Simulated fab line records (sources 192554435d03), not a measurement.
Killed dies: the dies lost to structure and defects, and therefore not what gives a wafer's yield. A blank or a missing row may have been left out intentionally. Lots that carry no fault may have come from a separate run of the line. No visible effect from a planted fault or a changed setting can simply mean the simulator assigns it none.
A lot that was struck, set against a sound lot    flow n5-finfet    19 out of 1938 route steps
Sound: the wafers L595.2, L595.4, L595.6. Struck: wafer L603.5; the same lot's L603.2 was not struck, so it is left out; see the end for the cause.
Per side, at each step with rows, come the tool, then ch with its chambers, and then its first start. Under that, the readings that differ: sound wafers    struck wafers    difference of the means    sigmas: that difference in standard deviations of wafers without a fault.
alike: same words and numbers on both sides, and readings whose means sit less than 2 such deviations apart. not compared: any withheld reading, any reading some wafer has no value for, any bound like >300 that may hide the same value, and any number with overlapping values for which the record gives no deviation.
A row with sigmas, a row that says differs or no value, or rows on one side alone: a step with any of these is where the two part. When numbers do not overlap yet have no deviation, they are printed without sigmas and do not part them. A reading that every wafer of one side lacks parts them only if that side has two wafers or more.

first, 9 steps without rows for these wafers: N5_SD_EPI_N_COAT_33 (time 60 s, resist thk 35 nm); N5_SD_EPI_N_COAT_03 (resist thk 150 nm); N5_SD_EPI_N_EBR_05; N5_SD_EPI_N_SOFTBAKE_04 (time 60 s); N5_SD_EPI_N_EXPOSE_06 (exposes mask SD N BLK, target cd 120 nm); N5_SD_EPI_N_PEB_07 (peb time 60 s); N5_SD_EPI_N_DEVELOP_08 (develop time 30 s); N5_SD_EPI_N_DESCUM_14 (chemistry O2, time 7.9 s); N5_SD_EPI_N_ETCH_34 (etches SiARC in CF4, target depth 45.5 nm, time 75.8 s).
N5_SD_EPI_N_ETCH_35: etches SOC in N2/H2, overetch 108 nm, time 486 s.
  sound on rie-diel-02 ch 1,2, day 3 00:49; struck on rie-diel-02 ch 0, day 5 02:35
reading                                      sound              struck  difference  sigmas
rf-vpp-V (V)                                 242.8 242.2 241.4  238.3   -3.8        -3
showerhead-plenum-p-Torr (Torr)              2.66 2.70 2.70     2.43    -0.26       -3
model.SD_EPI_N.cd-nm (nm)                    120.6 120.6 121.4  124.4   +3.5        
model.SiARC_of_SD_EPI_N_COAT_33.thk-nm (nm)  19.8 19.6 19.6     15.4    -4.3        
  alike: drypump-motor-current-A, h2-flow-sccm, oes-product-au, temp-c, throttle-valve-pct
  not compared: rf-hours-counter-h
then, 3 steps without rows for these wafers: N5_SD_EPI_N_STRIP_36 (strips in N2/H2); N5_SD_EPI_N_ETCHBACK_44 (etches SiNx in CH3F/O2, stops on SiO2, target depth 14.5 nm); N5_SD_EPI_N_ETCH_45 (etches SiOCN in CH3F/O2, target depth 6 nm).
N5_SD_EPI_N_ETCH_16: etches SiO2 in CHF3/O2, target depth 5 nm.
  sound on rie-diel-02 ch 1,2, day 3 01:21; struck on rie-diel-02 ch 0, day 5 03:07
reading                                      sound           struck  difference  sigmas
showerhead-plenum-p-Torr (Torr)              2.52 2.54 2.54  2.32    -0.21       -2
model.SiARC_of_SD_EPI_N_COAT_33.thk-nm (nm)  12.6 12.2 12.2  8       -4          
  alike: CHF3_flow_sccm, drypump-motor-current-A, oes_f_703_au, oes-product-au, rf-vpp-V, throttle-valve-pct
  not compared: rf-hours-counter-h
then, 1 step without rows for these wafers: N5_SD_EPI_N_STRIP_47 (strips in CHF3/O2).
N5_SD_EPI_N_SD_RECESS_17: chemistry HBr/Cl2/O2, target depth 41 nm, time 23.7 s, bt time 3 s.
  sound on rie-si-03 ch 1,2,3, day 3 01:25; struck on rie-si-01 ch 2, day 5 03:11
reading                    sound              struck  difference  sigmas
oes-product-au (a.u.)      1.006 1.007 1.013  0.959   -0.050      -3
throttle-valve-pct (%)     37.60 37.22 37.10  36.75   -0.56       -2
model.SD_EPI_N.cd-nm (nm)  120.4 120.6 121.6  124.2   +3.3        
  alike: drypump-motor-current-A
  not compared: rf-hours-counter-h
then, 1 step without rows for these wafers: N5_SD_EPI_N_STRIP_38 (strips in N2/H2).
-- here the record skips 13 days between the struck wafers' starts before and after, leaving off in module SD_EPI_N and picking up in module BEOL_M4 (first step shown: number 1111 of the route) --
N5_BEOL_M4_RC_MEAS_101:
  sound on prober-01 ch 0, day 9 04:16; struck on prober-02 ch 0, day 17 15:47
  alike: DIBL_N, DIBL_P, IOFF_N, IOFF_P, ION_N, ION_P, SS_N, SS_P, VT_N, VT_P
-- record jumps: 5 days separate the struck wafers' starts on either side; left off in module BEOL_M4, taken up again in module PASSIVATION, whose first shown step is the route's number 1936 --
N5_PASSIVATION_PROBE_49:
  sound on prober-01 at day 13 04:55; struck on prober-01 at day 22 13:18
reading               sound     struck  difference  sigmas
sort_bin_8_speed (%)  0 0.08 0  0       +0          -3
  alike: defect-limited-yield, killed_at_M0_to_M3, killed_at_M4_up, killed-at-contacts, killed-at-front-end, killed-at-other, killed-dies, killed-on-rim, killed-open, killed-short, sort_bin_5_function, sort_bin_6_memory, sort-n-pass, sort-yield-pct

== WHERE THEY PART ==
Last at N5_PASSIVATION_PROBE_49 as far as this record goes, first at N5_SD_EPI_N_ETCH_35.

WHY: what had been put in by the simulator
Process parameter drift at N5_SD_EPI_N_ETCH_35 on rie-diel-02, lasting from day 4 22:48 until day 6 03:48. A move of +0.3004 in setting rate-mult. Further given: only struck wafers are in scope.
